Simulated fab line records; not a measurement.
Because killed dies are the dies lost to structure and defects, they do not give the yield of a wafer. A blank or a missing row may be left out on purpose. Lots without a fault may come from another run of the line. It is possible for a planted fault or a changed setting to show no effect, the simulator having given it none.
A lot that was struck, set against a sound lot :: flow nand-harc :: 15 out of 1302 route steps
Sound: wafers L194.1, L194.2, L194.6. Wafers L204.4, L204.5, L204.6 were the ones struck. The cause is given at the end.
At each step with rows: each side's tool, then ch and its chambers, then its first start. Under that, the readings that differ: sound wafers :: struck wafers :: difference of the means :: sigmas: that difference in standard deviations of wafers without a fault.
alike: words and numbers the same on both sides, and readings whose means are apart by under 2 such deviations; not compared: readings that were withheld, readings missing a value for some wafer, numbers with overlapping values and no deviation given by the record, and bounds like >300 which may hide the same value.
The two part at a step that has a row with sigmas, a row that says differs or no value, or rows on one side only. Numbers that have no deviation but don't overlap get no sigmas and don't part them. A reading that every wafer of one side lacks parts them only if that side has two wafers or more.

first, 8 steps without rows for these wafers: NHARC_THIN_TSV_DEHYDRATE_04 (time 120 s); NHARC_THIN_TSV_HMDS_05 (time 30 s); NHARC_THIN_TSV_COAT_06; NHARC_THIN_TSV_SOFTBAKE_07 (time 95 s); NHARC_THIN_TSV_EBR_08; NHARC_THIN_TSV_EXPOSE_09 (exposes mask TSV); NHARC_THIN_TSV_PEB_10 (peb time 85 s); NHARC_THIN_TSV_DEVELOP_11 (time 70 s).
NHARC_THIN_TSV_CD_MEAS_12: the cd target is 1000 nm.
  sound on cd-sem-03 ch 0, day 25 12:06; struck on cd-sem-02 ch 0, day 30 00:12
  alike: cd-nm
then, 1 step without rows for these wafers: NHARC_THIN_TSV_HARDBAKE_13 (time 80 s).
NHARC_THIN_TSV_DESCUM_14: chemistry O2, time 3 s.
  sound on rie-diel-03 ch 1,2,3, day 25 12:16; struck on rie-diel-04 ch 0,1,2, day 30 00:22
  alike: drypump-motor-current-A, oes-product-au, rf-vpp-V, showerhead-plenum-p-Torr, throttle-valve-pct
  not compared: rf-hours-counter-h
NHARC_THIN_TSV_ETCH_44: etches the open film in CF4/O2, target depth 1594.2 nm, time 797.1 s.
  sound on rie-diel-03 ch 0,1,2, day 25 12:20; struck on rie-diel-04 ch 0,1,3, day 30 00:36
  alike: bias-w, cf4-flow-sccm, drypump-motor-current-A, oes-product-au, rf-fwd-power-W, rf-vpp-V, showerhead-plenum-p-Torr, throttle-valve-pct
  not compared: rf-hours-counter-h
NHARC_THIN_TSV_ETCH_15: target depth 3000 nm, bosch target overetch cycles 2, bosch etch step 2.8 s.
  sound on rie-si-01 ch 0,1, day 25 12:56; struck on rie-si-01 ch 0,3, day 30 01:00
  no value came back on the struck wafers for bosch-cycles, bosch-dep-step-s (s), drypump-motor-current-A (A); on the sound wafers bosch-cycles reads 14 14 14
  not compared: rf-hours-counter-h
NHARC_THIN_TSV_CD_MEAS_16:
  sound: cd-sem-02 at day 25 13:04; struck: cd-sem-01 at day 30 01:09
  alike: cd-nm
NHARC_END_SORT_01:
  sound on prober-02 ch 0, day 26 00:46; struck on prober-02 ch 0, day 30 17:49
reading: hold
sound: - - -
struck: await-dispo/2.4h/scrap await-dispo/2.4h/scrap await-dispo/2.4h/scrap
difference: no value on the sound wafers
sigmas: 

reading: defect-limited-yield (%)
sound: 90 91 89
struck: 0 0 0
difference: -90
sigmas: -29

reading: killed-at-other
sound: 0 0 2
struck: 630 631 645
difference: +635
sigmas: +99 or more

reading: killed-at-periphery
sound: 2 2 2
struck: 8 7 9
difference: +6
sigmas: +2

reading: killed-dies
sound: 68 62 76
struck: 677 677 677
difference: +608
sigmas: +29
  alike: killed-at-array, killed-open, killed-short

WHERE THEY PART
At NHARC_THIN_TSV_ETCH_15 first; at NHARC_END_SORT_01 last (within this record only).

WHY: whatever the simulator had introduced
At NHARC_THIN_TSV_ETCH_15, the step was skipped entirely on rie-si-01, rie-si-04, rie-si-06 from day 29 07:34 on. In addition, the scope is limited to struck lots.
